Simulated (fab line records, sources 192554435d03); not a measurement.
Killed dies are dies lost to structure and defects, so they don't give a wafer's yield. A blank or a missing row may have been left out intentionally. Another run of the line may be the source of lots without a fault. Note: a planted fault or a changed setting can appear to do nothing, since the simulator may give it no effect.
A lot that was struck, set against a sound lot	flow n5_finfet	16 steps out of a route of 1938
Sound: the wafers L226.4, L226.5, L226.6. The struck wafers were L228.1, L228.3, L228.6. At the end, the cause is stated.
At each step with rows: each side's tool, then ch and its chambers, then its first start. Under that, the readings that differ: sound wafers	struck wafers	difference of the means	sigmas: that difference in standard deviations of wafers without a fault.
alike: readings with means less than 2 such deviations apart, plus words and numbers identical on both sides. not compared: withheld readings, readings lacking a value on some wafer, bounds such as >300 that could conceal the same value, and numbers that have no deviation in the record and whose values overlap.
Wherever a step has rows on one side only, a row that says differs or no value, or a row with sigmas, the two part there. Non-overlapping numbers with no deviation appear without sigmas and do not part them. A reading missing from all wafers of one side parts the sides only when that side holds two or more wafers.

N5_DUMMY_GATE_ETCH_23: etches poly-Si in HBr/Cl2/O2, target depth 41 nm, time 22.3 s.
  sound on rie_si-03 ch 0,2,3, day 4 00:04; struck on rie_si-01 ch 1,2,3, day 4 10:43
  alike: chamber_pressure_mTorr, drypump_motor_current_A, mfc_cl2_sccm, oes_product_au, throttle_valve_pct
  not compared: rf_hours_counter_h
N5_DUMMY_GATE_ETCH_44: etches poly-Si in HBr/O2, stops on SiO2, target depth 127.5 nm.
  sound on rie_si-03 ch 0,2,3, day 4 00:08; struck on rie_si-01 ch 1,2,3, day 4 10:47
  alike: chamber_pressure_mTorr, drypump_motor_current_A, oes_product_au, throttle_valve_pct
  not compared: rf_hours_counter_h
N5_DUMMY_GATE_CD_MEAS_24 targets a cd of 15 nm.
  struck on cd_sem-03, day 4 10:53; sound on cd_sem-03, day 4 00:13
  alike: cd_nm
then, 1 step without rows for these wafers: N5_DUMMY_GATE_ETCH_42 (etches SiO2 in CHF3/O2, target depth 3.5 nm, time 31 s).
N5_DUMMY_GATE_STRIP_48: strips in N2/H2, time 20 s.
  sound on rie_diel-05 ch 1,2, day 4 00:18; struck on rie_diel-06 ch 1,3, day 4 11:11
  alike: chamber_pressure_mTorr, drypump_motor_current_A, oes_product_au, rf_vpp_V, showerhead_plenum_p_Torr, throttle_valve_pct
  not compared: rf_hours_counter_h
then, 5 steps without rows for these wafers: N5_DUMMY_GATE_PRECLEAN_33 (cleans in dHF, time 10 s); N5_DUMMY_GATE_PRECLEAN_25 (cleans in O3/DIW, time 45 s); N5_DUMMY_GATE_PRECLEAN_51 (cleans in SC2, time 45 s); N5_DUMMY_GATE_SRD_26 (time 30 s); N5_DUMMY_GATE_UV_OZONE_45 (time 120 s).
N5_DUMMY_GATE_INSPECT_27: inspects for defects (brightfield).
  struck on defect_inspect-01, day 4 11:22; sound on defect_inspect-01, day 4 00:29
  alike: raw_defect_count
N5_SPACER0_ALD_07: deposits SiNx, target thk 2 nm.
  sound on ald_sin-04 ch 0,3, day 4 01:50; struck on ald_sin-04 ch 0,2,3, day 4 11:29
  alike: chamber_pressure_Torr, heater_power_outer_w, heater_power_w
N5_SPACER0_ALD_00: deposits SiOCN, target thk 3.5 nm, pulse time 3 s, purge time 2 s.
  sound on ald_sin-04 ch 0,3, day 4 01:59; struck on ald_sin-04 ch 0,2,3, day 4 11:38
  no value came back on the struck wafers for any of 6 readings (ald_cycles, chamber_pressure_Torr (Torr) and others); on the sound wafers ald_cycles reads 58 58 58
N5_SPACER0_ALD_08: deposits SiNx, target thk 2 nm.
  sound on ald_sin-04 ch 0,3, day 4 02:14; struck on ald_sin-04 ch 0,2,3, day 4 11:54
  alike: chamber_pressure_Torr, heater_power_outer_w, heater_power_w
N5_BEOL_M4_RC_MEAS_101:
  the record has rows for the sound wafers here (prober-02 ch 0, day 9 07:36) and none for the struck ones
-- a jump in the record: the struck wafers' starts before and after are 10 days apart (it breaks off in module BEOL_M4 and resumes in module PASSIVATION, where the first step shown is number 1936 of the route) --
N5_PASSIVATION_PROBE_49:
  struck on prober-02, day 14 02:34; sound on prober-02, day 13 18:54
reading	sound	struck	difference	sigmas
defect_limited_yield (%)	91.5 93.1 90.7	0 0 0	-92	-66
killed_at_front_end	35 19 27	1096 1094 1115	+1075	+98
killed_dies	100 82 110	1180 1180 1180	+1083	+64
killed_on_rim	10 7 13	152 152 152	+142	+36
killed_open	61 55 68	95 93 76	+27	+2
sort_bin_5_function (%)	4.8 4.4 5.1	96.3 96.2 96.0	+91.4	+91
sort_n_pass	1080 1095 1070	0 0 0	-1082	-64
sort_yield_pct (%)	91.5 92.8 90.7	0 0 0	-92	-65
  alike: killed_at_M0_to_M3, killed_at_M4_up, killed_at_contacts, killed_at_other, killed_short, sort_bin_6_memory, sort_bin_8_speed

WHERE THEY PART
Earliest at N5_SPACER0_ALD_00; latest, in this record, at N5_PASSIVATION_PROBE_49.

WHY: what had been put in by the simulator
Beginning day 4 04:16, the whole step at N5_SPACER0_ALD_00 was skipped on ald_sin-04. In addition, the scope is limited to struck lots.
